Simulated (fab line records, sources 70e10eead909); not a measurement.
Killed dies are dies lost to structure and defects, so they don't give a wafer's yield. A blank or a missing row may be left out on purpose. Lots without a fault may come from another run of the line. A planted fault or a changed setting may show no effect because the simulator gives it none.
Chamber matching | flow nand_harc | NHARC_A_CONTACT_ETCH_98 on rie_diel-01: 4 sister chambers
The step etches the open film in C4F6/O2, target depth 20 nm, time 10 s. 15 wafers are shown with their chamber, then 7 later ones without.

WAFERS WITH THEIR CHAMBER
wafer  | chamber | drypump_motor_current_A (A) | showerhead_plenum_p_Torr (Torr) | run_length_s (s)
L575.2 | 3       | 5.5                         | 3.74                            | 30.4
L575.3 | 0       | 6.5                         | 3.91                            | 30.5
L575.6 | 3       | 5.5                         | 3.74                            | 31.1
L580.1 | 1       | 5.3                         | 3.98                            | 31.1
L580.2 | 0       | 6.5                         | 3.90                            | 30.6
L580.4 | 0       | 6.5                         | 3.90                            | 30.6
L578.3 | 0       | 6.5                         | 3.90                            | 30.5
L578.4 | 3       | 5.5                         | 3.74                            | 30.2
L578.6 | 0       | 6.5                         | 3.90                            | 30.4
L583.1 | 3       | 5.5                         | 3.73                            | 30.4
L583.2 | 0       | 6.5                         | 3.90                            | 30.6
L583.4 | 2       | 5.8                         | 4.06                            | 31.5
L585.1 | 2       | 5.9                         | 4.05                            | 31.4
L585.3 | 3       | 5.5                         | 3.73                            | 30.2
L585.5 | 3       | 5.5                         | 3.73                            | 30.2

SIGNATURES (means of the wafers above)
reading                  | chamber 0 | chamber 1 | chamber 2 | chamber 3 | scatter within a chamber
drypump_motor_current_A  | 6.500     | 5.300     | 5.850     | 5.500     | 0.0213
showerhead_plenum_p_Torr | 3.9017    | 3.9800    | 4.0550    | 3.7350    | 0.00508
run_length_s             | 30.533    | 31.100    | 31.450    | 30.417    | 0.242
Rule: a wafer's distance from a chamber is the root of the sum, over the readings, of the square of ((its reading less the chamber's mean) divided by the reading's scatter). The wafer belongs to the nearest chamber; if the next one is less than 2 further off, it can't be placed. The scatter: the root of (the sum of the squares of (reading less its chamber's mean) over the shown wafers, divided by (wafers less chambers)).

WAFERS WITHOUT THEIR CHAMBER
wafer  | drypump_motor_current_A (A) | showerhead_plenum_p_Torr (Torr) | run_length_s (s)
L586.2 | 5.9                         | 4.05                            | 31.6
L586.3 | 6.5                         | 3.90                            | 30.7
L586.6 | 6.5                         | 3.89                            | 31.1
L590.2 | 5.5                         | 3.73                            | 30.3
L590.3 | 5.9                         | 4.05                            | 31.5
L592.3 | 5.3                         | 3.97                            | 31.1
L592.4 | 5.5                         | 3.72                            | 30.6

WHICH CHAMBER EACH WENT THROUGH
wafer  | from the rows above | in truth
L586.2 | 2                   | 2
L586.3 | 0                   | 0
L586.6 | 0                   | 0
L590.2 | 3                   | 3
L590.3 | 2                   | 2
L592.3 | 1                   | 1
L592.4 | 3                   | 3
Placed correctly: 7 of 7. Can't be placed from these rows: 0. Placed wrongly: 0.
